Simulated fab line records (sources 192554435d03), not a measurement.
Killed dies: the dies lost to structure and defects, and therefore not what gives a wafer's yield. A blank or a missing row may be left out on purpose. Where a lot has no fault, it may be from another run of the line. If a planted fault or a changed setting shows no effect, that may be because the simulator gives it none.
The same fault as seen by 3 desks | flow n5Finfet | every desk sees just its own numbers, and what lay behind them comes last

== THE DEFECT DESK ==
For each lot, the counts of the inspections along the route, averaged over the sampled wafers that have a number. Marked OUT: a lot whose mean sits more than 4 standard deviations from the usual mean, which makes it out of limits; the brackets give that distance.
Columns: A = rawDefectCount at N5_BEOL_M11_INSPECT_30, usual 383
lot  | first seen here | A
L964 | day 18 16:59    | 321
L968 | day 18 17:10    | 385
L973 | day 21 01:04    | 370
L976 | day 21 16:23    | 303
L980 | day 22 21:55    | 419
L981 | day 23 00:32    | 312
Result from this desk: across the 6 lots, nothing is out of limits.

== THE TOOL OWNER'S DESK: rieDiel-04 ==
The tool's own readings at N5_BEOL_M11_TRENCH_ETCH_37 (etches SiCOH lowk in C4F6/O2, target depth 148.83 nm, time 48 s): means of the sampled wafers that have a number, for each lot that ran on this tool. Marked OUT: a lot whose mean sits more than 4 standard deviations from the usual mean, which makes it out of limits; the brackets give that distance.
Columns: A = biasW at N5_BEOL_M11_TRENCH_ETCH_37, usual 185.1 W; B = drypumpMotorCurrentA at N5_BEOL_M11_TRENCH_ETCH_37, usual 5.6 A; C = oesProductAu at N5_BEOL_M11_TRENCH_ETCH_37, usual 0.82 a.u.; D = rfVppV at N5_BEOL_M11_TRENCH_ETCH_37, usual 666 V; E = showerheadPlenumPTorr at N5_BEOL_M11_TRENCH_ETCH_37, usual 2.83 Torr; F = throttleValvePct at N5_BEOL_M11_TRENCH_ETCH_37, usual 20.84 %
lot  | first seen here | A               | B   | C    | D   | E    | F
L968 | day 18 17:30    | 185.8           | 5.3 | 0.85 | 677 | 2.87 | 20.70
L973 | day 21 01:25    | 169.7 (-27) OUT | 5.4 | 0.90 | 636 | 2.84 | 20.74
L976 | day 21 16:44    | 169.9 (-27) OUT | 5.3 | 0.77 | 635 | 2.93 | 21.18
This desk finds L973, L976 out of limits, L973 being first, at day 21 01:25 (biasW at N5_BEOL_M11_TRENCH_ETCH_37). L968 stayed within limits.

== THE METROLOGY DESK ==
Lot by lot, what the gauges showed, no matter which tool ran the lot: averages of those sampled wafers that carry a number. Marked OUT: a lot whose mean sits more than 4 standard deviations from the usual mean, which makes it out of limits; the brackets give that distance.
Columns: A = cdNm at N5_BEOL_M11_CD_MEAS_28, usual 70.0 nm; B = V10_OVL at N5_BEOL_M11_OVL_MEAS_29, usual -0.3 nm
lot  | first seen here | A    | B
L964 | day 18 16:56    | 70.9 | -0.8
L968 | day 18 17:07    | 70.4 | -0.2
L973 | day 21 01:01    | 69.8 | -0.2
L976 | day 21 16:20    | 70.7 | -0.9
L980 | day 22 21:51    | 69.6 | -0.1
L981 | day 23 00:28    | 70.5 | -0.1
Result from this desk: across the 6 lots, nothing is out of limits.

== ALL TOGETHER ==
The tool owner's desk had the chance to raise an alarm at day 21 01:25 on L973, L976.
Nothing out of limits was seen by the defect desk.
The metrology desk saw nothing out of limits.
The defect desk has L973, L976 on record, within its limits.
The metrology desk has L973, L976 on record, within its limits.
Of the lots named, all ran N5_BEOL_M11_TRENCH_ETCH_37 on rieDiel-04.

== WHAT THE SIMULATOR HAD INSERTED ==
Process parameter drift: rieDiel-04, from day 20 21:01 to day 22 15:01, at N5_BEOL_M11_TRENCH_ETCH_37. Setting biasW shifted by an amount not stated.
Struck lots among those shown: L973, L976.
Hours from the fault's start to each desk's first reading out of limits: the tool owner's desk, 4.
